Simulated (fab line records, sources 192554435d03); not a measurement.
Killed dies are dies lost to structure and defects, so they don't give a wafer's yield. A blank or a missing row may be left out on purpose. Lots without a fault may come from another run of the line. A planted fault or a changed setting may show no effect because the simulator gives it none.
A struck lot beside a sound one | flow n5_finfet | 38 steps out of a route of 1938
Sound: wafers L811.1, L811.4, L811.5. Struck: wafer L821.4. (L821.2, L821.3 of the same lot were not struck and are left out.) The cause comes at the end.
At each step with rows: each side's tool, then ch and its chambers, then its first start. Under that, the readings that differ: sound wafers | struck wafers | difference of the means | sigmas: that difference in standard deviations of wafers without a fault.
alike: readings whose means differ by less than 2 such deviations, and words and numbers that are the same on both sides. not compared: withheld readings, readings that some wafer has no value for, bounds like >300 that may hide the same value, and numbers for which the record gives no deviation and whose values overlap.
The two part at a step that has a row with sigmas, a row that says differs or no value, or rows on one side only. Numbers that don't overlap but have no deviation are shown without sigmas and don't part them. A reading that every wafer of one side lacks parts them only if that side has two wafers or more.

first, 9 steps without rows for these wafers: N5_BEOL_M2_COAT_22 (resist thk 30 nm); N5_BEOL_M2_EBR_24; N5_BEOL_M2_SOFTBAKE_23 (time 60 s); N5_BEOL_M2_EXPOSE_25 (exposes mask V1, defocus 5 nm); N5_BEOL_M2_PEB_26 (peb time 60 s); N5_BEOL_M2_DEVELOP_27 (develop time 30 s); N5_BEOL_M2_DESCUM_33 (chemistry O2, time 7 s); N5_BEOL_M2_ETCH_77 (etches underlayer in N2/H2, target depth 6.5 nm, time 5.2 s); N5_BEOL_M2_ETCH_69 (etches SiARC in CF4, target depth 15.6 nm, time 26 s).
N5_BEOL_M2_ALD_98: deposits SiO2, target thk 2.5 nm, pulse time 1 s, co reactant pulse time 1 s.
  sound on ald_sin-02 ch 0,2,3, day 7 10:52; struck on ald_sin-01 ch 2, day 10 01:34
  alike: heater_power_w, precursor_pulse_height_rel
  not compared: since_wet_clean_h
then, 27 steps without rows for these wafers: N5_BEOL_M2_ETCHBACK_99 (etches SiO2 in CHF3, target depth 5 nm, time 10.4 s); N5_BEOL_M2_ETCH_70 (etches SOC in N2/H2, target depth 80 nm, overetch 24 nm, time 130 s); N5_BEOL_M2_STRIP_71 (strips in N2/H2); N5_BEOL_M2_STRIP_78 (strips in N2/H2); N5_BEOL_M2_VIA_ETCH_34 (etches the open film in C4F6/O2, target depth 69.4 nm, time 65.9 s); N5_BEOL_M2_STRIP_83 (strips in C4F6/O2); N5_BEOL_M2_STRIP_36 (strips in N2/H2); N5_BEOL_M2_TRENCH_ETCH_37 (etches SiOC in C4F6/O2, target depth 55.555 nm, time 29.2 s); N5_BEOL_M2_ETCH_41 (etches SiCN in CH3F/O2, target depth 29.9 nm, time 52.5 s); N5_BEOL_M2_STRIP_97 (strips in N2/H2, time 10 s); N5_BEOL_M2_HM_STRIP_39 (strips TiN in peroxide tin strip, target depth 25 nm, time 158 s); N5_BEOL_M2_SRD_40 (time 30 s); N5_BEOL_M2_PRECLEAN_42 (cleans in residue remover, time 60 s); N5_BEOL_M2_SRD_43 (time 30 s); N5_BEOL_M2_DEGAS_44 (time 60 s); N5_BEOL_M2_PRE_CLEAN_45 (time 30 s); N5_BEOL_M2_ALD_84 (deposits TaN, pulse time 2 s, purge time 3 s, co reactant purge time 2 s); N5_BEOL_M2_SURFACE_TREAT_85; N5_BEOL_M2_CVD_47 (deposits Co from CCTBA/H2, target thk 3 nm, time 223.8 s); N5_BEOL_M2_SPUTTER_48 (material Cu, target thk 4.5 nm, time 8.29 s); N5_BEOL_M2_ANNEAL_49 (time 240 s); N5_BEOL_M2_SPUTTER_79 (material Cu, target thk 4.5 nm, time 8.29 s); N5_BEOL_M2_ANNEAL_80 (time 240 s); N5_BEOL_M2_SPUTTER_81 (material Cu, target thk 4.5 nm, time 8.29 s); N5_BEOL_M2_ANNEAL_82 (time 240 s); N5_BEOL_M2_SPUTTER_86 (material Cu, target thk 4.5 nm, time 8.29 s); N5_BEOL_M2_ANNEAL_87 (time 240 s).
-- the record jumps here: 7 days lie between the struck wafers' starts before and after (it left off in module BEOL_M2 and takes up again in module PASSIVATION, whose first step shown is number 1936 of the route) --
N5_PASSIVATION_PROBE_49:
  the record has rows for the struck wafers here (prober-02, day 17 06:55) and none for the sound ones

WHERE THEY PART
Only at N5_PASSIVATION_PROBE_49, within this record.

WHY: what the simulator had put in
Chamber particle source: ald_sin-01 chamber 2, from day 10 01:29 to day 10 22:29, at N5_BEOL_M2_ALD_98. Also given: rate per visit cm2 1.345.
